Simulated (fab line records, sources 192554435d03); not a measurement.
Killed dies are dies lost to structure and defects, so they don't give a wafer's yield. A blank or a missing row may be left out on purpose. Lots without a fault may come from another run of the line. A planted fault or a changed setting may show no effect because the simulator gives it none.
Which tool did it? | flow n5_finfet | 10 lots, 30 wafers sampled, at 5 steps of a route of 1938

WHAT THE GAUGES READ, wafer by wafer
N5_SD_EPI_P_CD_MEAS_09: target cd 240 nm. Usual: cd_nm 240.1 nm, standard deviation 0.79.
lot  | measured    | on        | cd_nm (nm)        | flag
L137 | day 3 04:17 | cd_sem-01 | 240.7 240.1 240.0 |
L141 | day 4 09:37 | cd_sem-01 | 240.8 240.5 240.3 |
L143 | day 4 18:10 | cd_sem-02 | 240.7 240.0 241.0 |
L145 | day 5 06:01 | cd_sem-02 | 237.9 237.8 239.0 |
L146 | day 5 11:54 | cd_sem-01 | 241.7 240.4 240.5 |
L147 | day 5 18:45 | cd_sem-03 | 240.9 239.2 238.4 |
L156 | day 7 23:10 | cd_sem-01 | 240.5 240.1 239.8 |
L157 | day 8 05:01 | cd_sem-02 | 240.9 240.7 240.8 |
L159 | day 8 16:54 | cd_sem-02 | 240.5 239.7 240.0 |
L160 | day 9 02:02 | cd_sem-03 | 240.3 240.3 241.0 |

N5_BEOL_M4_RC_MEAS_101. Usual: DIBL_N 36.4 mV/V, standard deviation 1.7; DIBL_P 36.4 mV/V, standard deviation 2.1; IOFF_N 0.16 nA/um, standard deviation 0.035; IOFF_P 0.21 nA/um, standard deviation 0.035; ION_N 680 uA/um, standard deviation 11; ION_P 465 uA/um, standard deviation 6.8; SS_N 71.5 mV/dec, standard deviation 0.58; SS_P 73.2 mV/dec, standard deviation 0.72; VT_N 249 mV, standard deviation 3.6; VT_P -250 mV, standard deviation 3.1.
lot  | measured     | on        | DIBL_N (mV/V)  | DIBL_P (mV/V)  | IOFF_N (nA/um) | IOFF_P (nA/um) | ION_N (uA/um) | ION_P (uA/um) | SS_N (mV/dec)  | SS_P (mV/dec)  | VT_N (mV)   | VT_P (mV)      | flag
L137 | day 8 12:06  | prober-02 | 38.5 37.1 36.7 | 37.3 34.6 34.6 | 0.18 0.14 0.14 | 0.21 0.17 0.15 | 693 685 668   | 464 461 447   | 71.5 71.3 71.4 | 73.9 73.2 73.4 | 246 253 253 | -248 -254 -254 |
L141 | day 9 21:58  | prober-02 | 35.7 34.6 36.0 | 37.8 35.9 37.8 | 0.17 0.14 0.18 | 0.19 0.17 0.20 | 678 662 680   | 457 451 459   | 71.7 71.5 71.9 | 73.8 73.2 74.4 | 250 252 247 | -254 -256 -251 |
L143 | day 9 22:27  | prober-01 | 36.3 34.1 36.1 | 35.4 33.1 35.0 | 0.15 0.13 0.15 | 0.22 0.19 0.22 | 689 670 683   | 472 466 474   | 71.8 71.3 71.7 | 73.4 72.8 73.1 | 252 252 252 | -248 -246 -246 |
L145 | day 9 23:12  | prober-02 | 34.2 34.8 37.7 | 34.4 34.9 37.7 | 0.13 0.14 0.18 | 0.18 0.18 0.22 | 689 675 695   | 466 465 468   | 70.7 72.1 71.9 | 72.2 72.0 72.7 | 251 251 248 | -254 -253 -252 |
L146 | day 10 02:14 | prober-02 | 36.5 38.0 40.3 | 36.4 39.3 42.2 | 0.14 0.19 0.24 | 0.19 0.24 0.30 | 686 693 701   | 472 474 475   | 72.0 71.2 72.4 | 73.6 73.5 74.3 | 251 249 244 | -252 -249 -245 |
L147 | day 10 04:45 | prober-01 | 37.7 35.5 35.9 | 36.4 33.3 34.8 | 0.19 0.13 0.14 | 0.24 0.18 0.21 | 697 655 682   | 474 457 469   | 71.9 71.9 71.6 | 73.2 72.4 72.8 | 244 252 246 | -246 -252 -246 |
L156 | day 13 08:45 | prober-01 | 36.3 38.7 38.8 | 34.1 36.9 36.5 | 0.15 0.20 0.21 | 0.21 0.25 0.24 | 680 689 686   | 469 472 465   | 71.4 72.1 71.3 | 73.1 73.9 73.6 | 249 247 247 | -249 -248 -248 |
L157 | day 13 14:23 | prober-01 | 36.7 35.4 35.4 | 38.0 35.9 36.5 | 0.19 0.17 0.18 | 0.23 0.19 0.19 | 681 684 690   | 460 460 466   | 71.7 71.5 71.6 | 73.4 73.1 73.5 | 245 246 248 | -249 -253 -254 |
L159 | day 13 18:07 | prober-01 | 38.1 36.0 34.3 | 38.2 34.8 33.1 | 0.17 0.14 0.12 | 0.26 0.20 0.18 | 678 674 669   | 476 470 466   | 71.5 71.9 70.5 | 74.7 72.7 72.2 | 251 252 254 | -248 -250 -251 |
L160 | day 13 21:46 | prober-01 | 36.0 34.6 38.6 | 36.2 33.8 39.1 | 0.16 0.12 0.21 | 0.23 0.19 0.28 | 678 665 692   | 470 464 469   | 71.7 71.1 72.3 | 72.8 72.1 74.4 | 248 252 247 | -249 -251 -247 |

WHICH TOOL RAN EACH LOT (tool, then ch and the chambers of the sampled wafers, then the start)
lot  | N5_SPACER0_ALD_07                | N5_SD_EPI_N_ETCH_45               | N5_SD_EPI_P_COAT_34
L137 | ald_sin-02 ch 1,3, day 2 22:28   | rie_diel-02 ch 0,1,3, day 3 00:09 | litho_track-04 ch 0, day 3 03:55
L141 | ald_sin-03 ch 0,2,3, day 4 03:35 | rie_diel-04 ch 0,1,3, day 4 05:10 | litho_track-02 ch 0, day 4 09:22
L143 | ald_sin-03 ch 0,2, day 4 12:35   | rie_diel-01 ch 0,1,3, day 4 14:16 | litho_track-02 ch 0, day 4 17:47
L145 | ald_sin-01 ch 1,2,3, day 4 23:46 | rie_diel-02 ch 0,3, day 5 01:20   | litho_track-03 ch 0, day 5 05:46
L146 | ald_sin-01 ch 1,2,3, day 5 06:16 | rie_diel-02 ch 1,2, day 5 07:50   | litho_track-04 ch 0, day 5 11:32
L147 | ald_sin-01 ch 2,3, day 5 13:12   | rie_diel-04 ch 0,1,2, day 5 14:46 | litho_track-02 ch 0, day 5 18:23
L156 | ald_sin-01 ch 1,2,3, day 7 17:53 | rie_diel-01 ch 1,2, day 7 19:20   | litho_track-04 ch 0, day 7 22:48
L157 | ald_sin-01 ch 1,3, day 7 23:35   | rie_diel-04 ch 0,2,3, day 8 01:09 | litho_track-02 ch 0, day 8 04:38
L159 | ald_sin-01 ch 0,2,3, day 8 10:58 | rie_diel-02 ch 0,1,2, day 8 12:49 | litho_track-04 ch 0, day 8 16:32
L160 | ald_sin-01 ch 0,1,3, day 8 20:38 | rie_diel-01 ch 0,1, day 8 22:19   | litho_track-02 ch 0, day 9 01:47
- N5_SPACER0_ALD_07: deposits SiNx, target thk 2 nm.
- N5_SD_EPI_N_ETCH_45: etches SiOCN in CH3F/O2, target depth 6 nm.
- N5_SD_EPI_P_COAT_34: time 60 s, resist thk 350 nm.

WHAT THE TOOLS THEMSELVES READ (means of the sampled wafers that have a number; where no wafer has one, the mark that the record gives instead)
N5_SPACER0_ALD_07. Usual: chamber_pressure_Torr 2.000 Torr, standard deviation 0.004; heater_power_outer_w 516 W, standard deviation 46; heater_power_w 842 W, standard deviation 52.
lot  | tool       | chamber_pressure_Torr (Torr) | heater_power_outer_w (W) | heater_power_w (W) | flag
L137 | ald_sin-02 | 2.000                        | 571                      | 901                |
L141 | ald_sin-03 | 1.999                        | 513                      | 828                |
L143 | ald_sin-03 | 2.003                        | 484                      | 795                |
L145 | ald_sin-01 | 1.999                        | 500                      | 816                |
L146 | ald_sin-01 | 2.000                        | 509                      | 818                |
L147 | ald_sin-01 | 1.996                        | 482                      | 809                |
L156 | ald_sin-01 | 2.002                        | 499                      | 833                |
L157 | ald_sin-01 | 2.003                        | 509                      | 825                |
L159 | ald_sin-01 | 1.997                        | 506                      | 845                |
L160 | ald_sin-01 | 1.999                        | 502                      | 834                |

N5_SD_EPI_N_ETCH_45. Usual: bias_w 29.00 W, standard deviation 0.079; drypump_motor_current_A 5.8 A, standard deviation 0.55; oes_product_au 0.78 a.u., standard deviation 0.061; rf_vpp_V 127.3 V, standard deviation 1.1; showerhead_plenum_p_Torr 1.99 Torr, standard deviation 0.057; throttle_valve_pct 23.40 %, standard deviation 0.26.
lot  | tool        | bias_w (W) | drypump_motor_current_A (A) | oes_product_au (a.u.) | rf_vpp_V (V) | showerhead_plenum_p_Torr (Torr) | throttle_valve_pct (%) | flag
L137 | rie_diel-02 | 29.06      | 5.8                         | 0.76                  | 126.5        | 2.02                            | 23.59                  |
L141 | rie_diel-04 | 28.97      | 6.0                         | 0.75                  | 126.4        | 1.94                            | 23.55                  |
L143 | rie_diel-01 | 29.05      | 5.6                         | 0.89                  | 128.2        | 2.04                            | 23.14                  |
L145 | rie_diel-02 | 29.12      | 5.4                         | 0.73                  | 127.2        | 2.04                            | 23.60                  |
L146 | rie_diel-02 | 28.96      | 6.1                         | 0.77                  | 127.1        | 2.05                            | 23.37                  |
L147 | rie_diel-04 | 29.03      | 6.4                         | 0.79                  | 127.2        | 1.93                            | 23.35                  |
L156 | rie_diel-01 | 29.04      | 5.3                         | 0.82                  | 127.0        | 2.00                            | 23.25                  |
L157 | rie_diel-04 | 28.98      | 6.1                         | 0.79                  | 126.5        | 1.92                            | 23.34                  |
L159 | rie_diel-02 | 28.95      | 6.0                         | 0.73                  | 128.8        | 2.04                            | 23.51                  |
L160 | rie_diel-01 | 28.94      | 5.4                         | 0.82                  | 127.0        | 2.04                            | 23.28                  |

N5_SD_EPI_P_COAT_34. Usual: exhaust_pa 45.0 Pa, standard deviation 0.96; spin_speed_rpm 1499.9 rpm, standard deviation 0.9.
lot  | tool           | exhaust_pa (Pa) | spin_speed_rpm (rpm) | flag
L137 | litho_track-04 | 44.9            | 1500.7               |
L141 | litho_track-02 | 45.8            | 1499.6               |
L143 | litho_track-02 | 46.2            | 1499.8               |
L145 | litho_track-03 | 44.5            | 1500.1               |
L146 | litho_track-04 | 45.2            | 1499.0               |
L147 | litho_track-02 | 45.2            | 1499.8               |
L156 | litho_track-04 | 45.7            | 1434.0               | OFF
L157 | litho_track-02 | 46.5            | 1498.9               |
L159 | litho_track-04 | 44.2            | 1434.6               | OFF
L160 | litho_track-02 | 44.9            | 1500.0               |

THE ANSWER, worked out from the rows above alone
Rule: a lot is off if the mean of its wafers that have a number lies more than 3 standard deviations from the usual mean. A lot without any number at a reading at which 4 lots or more have one is off too. The other lots that the step has rows for count as sound. The gauges are gone through in route order, then the tools' own readings, and for those a lot's mean is taken as printed above. The first step at which some lot is off is used, and at that step the reading that is off furthest; a lot without a number counts as furthest.
Off: L156, L159, at N5_SD_EPI_P_COAT_34 (spin_speed_rpm).
A tool fits if, at that step or a process step before it, it ran every lot that is off, and no sound lot after the first of them. One fits: litho_track-04 at N5_SD_EPI_P_COAT_34. Its last sound lot is L146 (day 5 11:32), its first lot that is off L156 (day 7 22:48): a fault that began between those two fits.
The tool's own readings at N5_SD_EPI_P_COAT_34 bear it out: on the lots that are off they differ by more than 5 times the standard deviation of the sound lots' means. spin_speed_rpm reads 1434.3 rpm there against 1499.7 rpm on the sound lots.

WHAT THE SIMULATOR HAD PUT IN
Process parameter drift: litho_track-04, from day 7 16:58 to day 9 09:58, at N5_SD_EPI_P_COAT_34. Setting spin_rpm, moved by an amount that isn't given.
Lots struck among those shown: L156, L159. The rule above found the same.
